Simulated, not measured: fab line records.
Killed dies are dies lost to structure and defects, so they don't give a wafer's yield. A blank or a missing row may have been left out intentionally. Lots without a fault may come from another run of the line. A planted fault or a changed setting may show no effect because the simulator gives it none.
Split-lot experiment | flow n5Finfet | route with 1938 steps; 7 lots, 21 wafers read

## SPLIT DETAILS
At N5_BEOL_M1_ILD_DEP_00 (deposits SiOC from DEMS/O2, target thk 79 nm, time 15.3 s), the setting timeS was moved away from the recipe's 15.3 s on 11 of the 21 wafers read, by -8.3% to +12.6%. The other wafers ran this setting at the recipe's value.

There is no step in the file separating the split from the reading.

## THE READING
M1_ILD_THK (nm), taken at N5_BEOL_M1_THK_MEAS_01. A value of 79.3 nm with a standard deviation of 0.99 nm is what fault-free wafers of this fab line usually give.

wafer  | tool, chamber at the split | timeS as run, s | against the recipe | M1_ILD_THK, nm | against lot-mates on the recipe
L076.2 | pecvd-04, 1                | 16.01           | +4.6%              | 81.7           | +2.1
L076.4 | pecvd-04, 1                | 16.01           | +4.6%              | 83.6           | +4.0
L076.5 | pecvd-04, 2                | 15.3            | recipe             | 79.6           | -
L082.1 | pecvd-04, 0                | 15.3            | recipe             | 77.8           | -
L082.2 | pecvd-04, 1                | 15.3            | recipe             | 79.2           | -
L082.3 | pecvd-04, 2                | 16.61           | +8.6%              | 85.8           | +7.3
L086.2 | pecvd-04, 0                | 15.3            | recipe             | 78.4           | -
L086.5 | pecvd-04, 1                | 17.23           | +12.6%             | 89.8           | +11.4
L086.6 | pecvd-04, 0                | 17.23           | +12.6%             | 89.2           | +10.8
L087.2 | pecvd-02, 0                | 15.3            | recipe             | 78.9           | -
L087.3 | pecvd-02, 2                | 15.3            | recipe             | 79.4           | -
L087.6 | pecvd-02, 2                | 15.3            | recipe             | 80.5           | -
L088.4 | pecvd-03, 2                | 14.63           | -4.4%              | 77.1           | no lot-mate on the recipe
L088.5 | pecvd-03, 0,1              | 14.63           | -4.4%              | 77.3           | no lot-mate on the recipe
L088.6 | pecvd-03, 0,1              | 14.63           | -4.4%              | 77.5           | no lot-mate on the recipe
L089.1 | pecvd-03, 2                | 15.3            | recipe             | 79.3           | -
L089.5 | pecvd-03, 2                | 15.3            | recipe             | 80.4           | -
L089.6 | pecvd-03, 0                | 14.03           | -8.3%              | 73.3           | -6.5
L091.3 | pecvd-04, 2                | 16.99           | +11.0%             | 87.0           | +8.0
L091.4 | pecvd-04, 1                | 15.3            | recipe             | 79.0           | -
L091.5 | pecvd-04, 2                | 16.99           | +11.0%             | 87.5           | +8.5
The file does not say which wafer passed through which chamber wherever a row lists several chambers: such a row stands for several wafers.

THE FIT
A straight line over all 21 wafers: M1_ILD_THK changes by +0.727 nm for each +1% of timeS; r = +0.98; the points scatter about the line by 0.84 nm.
The same after taking each lot's own level away (the mean of its wafers on the recipe; 18 wafers): +0.816 nm for each +1%; r = +0.99; scatter 0.74 nm.
Per that fit: largest timeS move, reading shift of 10 nm.
From 78.40 to 79.85 nm: that is the span of the lots' own levels, equal to 1.5 times the standard deviation above.
Thus the slope moves with the lot-to-lot level: the two fits are different.
Check: with one of the wafers moved furthest among these (+12.6%) left out of the fit, the line predicts +9.94 nm for it against its lot-mates. It came out at +11.4 nm against them.

## ADDITIONAL SPLITS CARRIED BY THESE WAFERS
These wafers also went through other splits before the reading. Each is held against what the fit with the lots' levels taken away leaves over:
other split on the same wafers       | wafers away from the commonest value | r with M1_ILD_THK (lot level and that fit taken away)
N5_GATE_CUT_ALD_22 aldCycles         | 7                                    | +0.33
N5_MOL_CONTACT_COAG_COAT_104 spinRpm | 8                                    | -0.24
N5_MOL_CONTACT_COAG_ETCH_91 sourceW  | 7                                    | +0.35
N5_BEOL_M0_SAQP_ETCH_84 timeS        | 7                                    | +0.00
N5_BEOL_M0_CUTY_DESCUM_61 timeS      | 6                                    | -0.20
N5_BEOL_M0_ETCH_138 sourceW          | 9                                    | +0.37

## THE WHOLE CHAIN: every reading that the file lists as answering this split, in the file's order
step                   | what it does                                              | reading                                                                           | change (the file's fit)               | r (the file's)
N5_BEOL_M1_ILD_DEP_00  | deposits SiOC from DEMS/O2, target thk 79 nm, time 15.3 s | SiOC_of_BEOL_M1_ILD_DEP_00.thkNm (the simulator's own value, which no gauge read) | +0.807 nm for each +1% of the setting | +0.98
N5_BEOL_M1_THK_MEAS_01 |                                                           | M1_ILD_THK                                                                        | +0.811 for each +1% of the setting    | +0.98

## THE FILE'S OWN FIT
M1_ILD_THK changes by +0.811 nm for each +1% of timeS, r = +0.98.
